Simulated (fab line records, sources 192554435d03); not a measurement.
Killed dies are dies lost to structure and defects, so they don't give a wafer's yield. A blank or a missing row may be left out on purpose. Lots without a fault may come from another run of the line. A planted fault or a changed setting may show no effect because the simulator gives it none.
Which tool did it? | flow n5_finfet | 11 lots, 33 wafers sampled, at 1 step of a route of 1938

WHAT THE GAUGES READ, wafer by wafer
N5_BEOL_M1_INSPECT_59: inspects for defects (darkfield).
lot  | measured     | on                | raw_defect_count
L076 | day 6 19:15  | defect_inspect-01 | 118 134 94
L077 | day 7 03:04  | defect_inspect-02 | 48 50 37
L079 | day 7 22:03  | defect_inspect-01 | 53 104 80
L081 | day 8 06:12  | defect_inspect-01 | 156 67 76
L083 | day 8 16:45  | defect_inspect-02 | 77 45 82
L085 | day 9 06:44  | defect_inspect-02 | 100 72 57
L087 | day 9 16:38  | defect_inspect-02 | 69 140 119
L089 | day 10 08:04 | defect_inspect-01 | 84 105 98
L093 | day 11 16:31 | defect_inspect-01 | 68 65 56
L095 | day 11 20:20 | defect_inspect-02 | 57 57 63
L096 | day 12 07:07 | defect_inspect-02 | 54 44 77

WHICH TOOL RAN EACH LOT (tool, then ch and the chambers of the sampled wafers, then the start)
The record holds no process step before these readings.

THE ANSWER, worked out from the rows above alone
Rule: what is usual is taken from the lots themselves. Put in order of their means at a reading, lots are off if they are a third of the lots or fewer, leave a main group of 4 or more, and stand apart from it by a gap of 3 or more times the standard deviation of the main group's means; of several such gaps the widest counts. A main group whose means are all the same, to the digits that the tables above print for the reading, isn't used. A lot without any number at a reading at which 4 lots or more have one is off too. The other lots that the step has rows for count as sound.
No lot is off at any reading shown: from this, nothing can be told.

WHAT THE SIMULATOR HAD PUT IN
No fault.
